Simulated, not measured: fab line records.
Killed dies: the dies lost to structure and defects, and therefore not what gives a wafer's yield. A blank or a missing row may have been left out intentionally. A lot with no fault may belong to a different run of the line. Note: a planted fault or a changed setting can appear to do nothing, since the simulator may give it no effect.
Matching of chambers | flow nand-harc | rie-diel-07 running NHARC_A_WL_FILL_STRIP_29: 4 sister chambers
The step strips in O2, time 20 s. 4 wafers are shown with their chamber, then 8 later ones without.

== WAFERS PAIRED WITH THEIR CHAMBERS ==
wafer  | chamber | showerhead-plenum-p-Torr (Torr)
L079.1 | 0       | 3.69
L085.1 | 1       | 3.61
L087.5 | 3       | 3.31
L089.1 | 2       | 3.40

== WAFERS WITHOUT THEIR CHAMBER ==
wafer  | showerhead-plenum-p-Torr (Torr)
L089.2 | 3.68
L089.3 | 3.31
L093.1 | 3.61
L093.2 | 3.68
L093.5 | 3.61
L097.1 | 3.39
L097.3 | 3.31
L097.6 | 3.68

== WHICH CHAMBER EACH WENT THROUGH ==
wafer  | from the rows above | in truth
L089.2 | 0                   | 0
L089.3 | 3                   | 3
L093.1 | 1                   | 1
L093.2 | 0                   | 0
L093.5 | 1                   | 1
L097.1 | 2                   | 2
L097.3 | 3                   | 3
L097.6 | 0                   | 0
8 of 8 placed correctly. From these rows, 0 cannot be placed. Wrongly placed: 0.
How it was worked out, from the rows above alone: a wafer's distance from a chamber is the root of the sum, over the readings, of the square of ((its reading less the chamber's mean) divided by the reading's scatter). The wafer belongs to the nearest chamber; if the next one is less than 2 further off, it can't be placed. A chamber's mean is the mean of its shown wafers. The scatter (one wafer shown for each chamber): square how far every hidden wafer sits from the nearest shown wafer, average those squares and take the square root.
